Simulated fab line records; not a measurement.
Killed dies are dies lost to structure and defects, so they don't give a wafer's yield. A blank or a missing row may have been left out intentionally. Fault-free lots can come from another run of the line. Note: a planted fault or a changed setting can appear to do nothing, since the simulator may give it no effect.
The tool behind it: which one? / flow nandHarc / Sampling: 7 lots, 21 wafers, 2 of 1159 route steps

## WHAT THE GAUGES SHOWED, per wafer
NHARC_THIN_TSV_THK_MEAS_02: measures by ir.
lot=L477; measured=day 19 00:27; on=filmMetro-02; thkNm (nm)=3184 3012 2754
lot=L481; measured=day 18 23:14; on=filmMetro-01; thkNm (nm)=3207 3182 3002
lot=L479; measured=day 19 16:34; on=filmMetro-02; thkNm (nm)=3359 3449 3101
lot=L490; measured=day 21 16:23; on=filmMetro-01; thkNm (nm)=2832 2769 2896
lot=L494; measured=day 23 06:38; on=filmMetro-02; thkNm (nm)=2944 2755 3727
lot=L497; measured=day 23 13:18; on=filmMetro-02; thkNm (nm)=2965 3084 3131
lot=L500; measured=day 24 09:07; on=filmMetro-02; thkNm (nm)=2769 2842 3022

## WHAT TOOL EACH LOT RAN ON (gives the tool, then ch and the chambers of the sampled wafers, and finally the start)
lot=L477; NHARC_A_CONTACT_DEP_24=pecvd-01 ch 0,1,2, day 16 10:37
lot=L481; NHARC_A_CONTACT_DEP_24=pecvd-02 ch 0,1,2, day 16 15:35
lot=L479; NHARC_A_CONTACT_DEP_24=pecvd-02 ch 0,2, day 17 11:25
lot=L490; NHARC_A_CONTACT_DEP_24=pecvd-02 ch 0,2, day 19 02:25
lot=L494; NHARC_A_CONTACT_DEP_24=pecvd-01 ch 0,1,2, day 20 02:17
lot=L497; NHARC_A_CONTACT_DEP_24=pecvd-04 ch 0,2, day 21 05:16
lot=L500; NHARC_A_CONTACT_DEP_24=pecvd-01 ch 0,1, day 21 22:36
- NHARC_A_CONTACT_DEP_24: deposits SiO2, target thk 500 nm.

## THE ANSWER, worked out from the rows above alone
Rule: what is usual is taken from the lots themselves. The widest of any qualifying gaps counts: lots, ordered by their means at a reading, are off when they make up no more than a third of the lots, leave a main group of 4 or more, and stand apart from it by 3 or more times the standard deviation of that group's means. If all means in a main group match to the digits the tables above print for the reading, that group is not used. Also off: a lot with no number at a reading for which 4 or more lots have one. Where the step has rows for the other lots, those lots are counted as sound.
None of the lots is off at any reading shown; this tells nothing.

## WHAT THE SIMULATOR PUT IN
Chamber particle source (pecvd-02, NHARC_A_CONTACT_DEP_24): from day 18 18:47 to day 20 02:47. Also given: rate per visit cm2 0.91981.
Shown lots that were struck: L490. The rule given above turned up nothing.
